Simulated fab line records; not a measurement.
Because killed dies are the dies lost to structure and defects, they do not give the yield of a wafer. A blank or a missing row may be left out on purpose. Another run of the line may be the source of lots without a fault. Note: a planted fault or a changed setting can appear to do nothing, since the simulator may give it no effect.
Which tool did it?	flow nand-harc	12 lots with 36 wafers sampled at 4 steps, on a route of 1159 steps

## WHAT EACH GAUGE READ, for each wafer
The record lacks any reading of a measuring or inspecting step that a usual standard deviation could be used to judge.

## TOOL THAT RAN EACH LOT (tool first, then ch and the chambers of the sampled wafers, then the start)
lot	NHARC_A_SLIT_DEP_23	NHARC_A_SLIT_ETCH_26	NHARC_A_WL_FILL_ETCHBACK_17	NHARC_A_CONTACT_DEP_24
L316	pecvd-03 ch 0,1, day 15 04:30	har-etch-02 ch 0,1, day 15 09:28	rie-metal-01 ch 0,1, day 16 07:27	pecvd-02 ch 0,2, day 16 20:22
L325	pecvd-02 ch 0,1,2, day 17 13:37	har-etch-01 ch 0,1, day 17 16:55	rie-metal-03 ch 0,1, day 18 16:35	pecvd-02 ch 0,1, day 19 03:28
L326	pecvd-03 ch 0,1,2, day 17 21:52	har-etch-01 ch 0,1, day 18 00:51	rie-metal-03 ch 0,1, day 19 02:59	pecvd-02 ch 0,1,2, day 19 17:55
L323	pecvd-01 ch 0,1,2, day 17 23:14	har-etch-02 ch 0,1, day 18 02:25	rie-metal-02 ch 0,1, day 19 02:58	pecvd-03 ch 0,1,2, day 19 17:53
L327	pecvd-03 ch 0,1,2, day 18 13:52	har-etch-02 ch 0,1, day 18 16:59	rie-metal-02 ch 0,1, day 19 18:28	pecvd-03 ch 1,2, day 20 05:36
L330	pecvd-02 ch 0,1,2, day 18 14:07	har-etch-01 ch 0,1, day 18 17:15	rie-metal-01 ch 0,1, day 19 21:40	pecvd-04 ch 0,1,2, day 20 10:44
L328	pecvd-03 ch 0,2, day 18 14:35	har-etch-02 ch 0,1, day 18 18:42	rie-metal-03 ch 0,1, day 19 18:29	pecvd-02 ch 1,2, day 20 05:29
L329	pecvd-02 ch 0,1, day 18 15:50	har-etch-01 ch 0, day 18 18:50	rie-metal-02 ch 0,1, day 19 22:49	pecvd-03 ch 0,1,2, day 20 10:35
L331	pecvd-01 ch 0,2, day 20 03:20	har-etch-01 ch 0,1, day 20 06:23	rie-metal-02 ch 0,1, day 21 05:57	pecvd-02 ch 0,2, day 21 19:09
L334	pecvd-01 ch 0,2, day 20 03:38	har-etch-02 ch 0,1, day 20 09:26	rie-metal-02 ch 0,1, day 21 09:28	pecvd-03 ch 0,2, day 22 03:40
L332	pecvd-03 ch 0,1,2, day 20 03:40	har-etch-01 ch 0,1, day 20 07:58	rie-metal-03 ch 0,1, day 21 08:41	pecvd-02 ch 0,2, day 21 23:28
L333	pecvd-02 ch 0,1,2, day 20 05:16	har-etch-01 ch 0,1, day 20 09:44	rie-metal-01 ch 0,1, day 21 10:12	pecvd-02 ch 0,1, day 22 00:24
- NHARC_A_SLIT_DEP_23: deposits SiON, target thk 100 nm.
- NHARC_A_SLIT_ETCH_26: etches the open film in C4F8/O2/Ar, time 90 s, target depth 400 nm.
- NHARC_A_WL_FILL_ETCHBACK_17: etches the open film in Cl2/BCl3, target depth 4 nm, time 26.7 s.
- NHARC_A_CONTACT_DEP_24: deposits SiO2, target thk 500 nm.

## AS READ BY THE TOOLS THEMSELVES (means over the sampled wafers that have a number; for cases with no such wafer, the mark the record gives instead)
NHARC_A_SLIT_DEP_23. Usual: heater-power-outer-w 448 W, standard deviation 54; heater-power-w 741 W, standard deviation 86; susceptor-temp-C 400.00 C, standard deviation 0.23.
lot	tool	heater-power-outer-w (W)	heater-power-w (W)	susceptor-temp-C (C)	flag
L316	pecvd-03	413	672	400.01	
L325	pecvd-02	459	740	400.14	
L326	pecvd-03	462	773	400.13	
L323	pecvd-01	420	703	400.10	
L327	pecvd-03	465	793	400.06	
L330	pecvd-02	425	687	399.97	
L328	pecvd-03	415	737	400.24	
L329	pecvd-02	458	707	400.08	
L331	pecvd-01	441	718	400.06	
L334	pecvd-01	453	716	400.17	
L332	pecvd-03	418	711	399.83	
L333	pecvd-02	454	719	400.17	

NHARC_A_SLIT_ETCH_26. Usual: drypump-motor-current-A 5.8 A, standard deviation 0.4; showerhead-plenum-p-Torr 3.70 Torr, standard deviation 0.11; throttle-valve-pct 27.619 %, standard deviation 0.0094.
lot	tool	drypump-motor-current-A (A)	showerhead-plenum-p-Torr (Torr)	throttle-valve-pct (%)	flag
L316	har-etch-02	6.0	3.74	27.617	
L325	har-etch-01	5.3	3.74	27.612	
L326	har-etch-01	5.3	3.74	27.623	
L323	har-etch-02	6.1	3.72	27.621	
L327	har-etch-02	6.1	3.72	27.617	
L330	har-etch-01	5.3	3.66	27.620	
L328	har-etch-02	6.1	3.72	27.612	
L329	har-etch-01	5.4	3.81	27.622	
L331	har-etch-01	5.3	3.66	27.621	
L334	har-etch-02	6.1	3.71	27.622	
L332	har-etch-01	5.3	3.66	27.620	
L333	har-etch-01	5.3	3.73	27.625	

NHARC_A_WL_FILL_ETCHBACK_17. Usual: drypump-motor-current-A 5.48 A, standard deviation 0.29; oes-product-au 1.003 a.u., standard deviation 0.013.
lot	tool	drypump-motor-current-A (A)	oes-product-au (a.u.)	flag
L316	rie-metal-01	5.59	0.858	OFF
L325	rie-metal-03	5.34	1.023	
L326	rie-metal-03	5.33	1.019	
L323	rie-metal-02	5.70	1.000	
L327	rie-metal-02	5.60	0.997	
L330	rie-metal-01	5.59	0.993	
L328	rie-metal-03	5.33	1.030	
L329	rie-metal-02	5.69	0.999	
L331	rie-metal-02	5.72	1.005	
L334	rie-metal-02	5.60	0.998	
L332	rie-metal-03	5.37	1.015	
L333	rie-metal-01	5.57	1.005	

NHARC_A_CONTACT_DEP_24. Usual: heater-power-outer-w 311 W, standard deviation 72; heater-power-w 556 W, standard deviation 110; susceptor-temp-C 400.01 C, standard deviation 0.22; throttle-valve-pct 15.8 %, standard deviation 0.33.
lot	tool	heater-power-outer-w (W)	heater-power-w (W)	susceptor-temp-C (C)	throttle-valve-pct (%)	flag
L316	pecvd-02	296	530	399.74	15.4	
L325	pecvd-02	239	446	400.15	15.5	
L326	pecvd-02	344	579	399.94	15.8	
L323	pecvd-03	335	595	400.15	16.0	
L327	pecvd-03	277	555	399.89	16.1	
L330	pecvd-04	281	544	400.10	15.8	
L328	pecvd-02	387	628	399.92	16.0	
L329	pecvd-03	323	583	400.15	16.1	
L331	pecvd-02	367	624	399.85	15.8	
L334	pecvd-03	288	527	399.83	15.4	
L332	pecvd-02	367	636	399.79	16.0	
L333	pecvd-02	299	511	400.22	15.8	

## THE ANSWER, worked out from the rows above alone
Rule: lot off if the mean of its wafers having a number is beyond 3 standard deviations from the usual mean. Also off: a lot with no number at a reading for which 4 or more lots have one. The other lots that the step has rows for count as sound. Order of review: gauges by route order, followed by the tools' own readings, for which a lot's mean as printed above is used. At the first step where some lot is off, the reading lying furthest off is the one used; lots without a number count as furthest.
Off, at NHARC_A_WL_FILL_ETCHBACK_17 on oes-product-au: L316.
If a tool, at that step or one of the process steps before it, ran each lot that is off and ran no sound lot following the first of them, it fits. Of those tried, none fits.

## WHAT THE SIMULATOR HAD INSERTED
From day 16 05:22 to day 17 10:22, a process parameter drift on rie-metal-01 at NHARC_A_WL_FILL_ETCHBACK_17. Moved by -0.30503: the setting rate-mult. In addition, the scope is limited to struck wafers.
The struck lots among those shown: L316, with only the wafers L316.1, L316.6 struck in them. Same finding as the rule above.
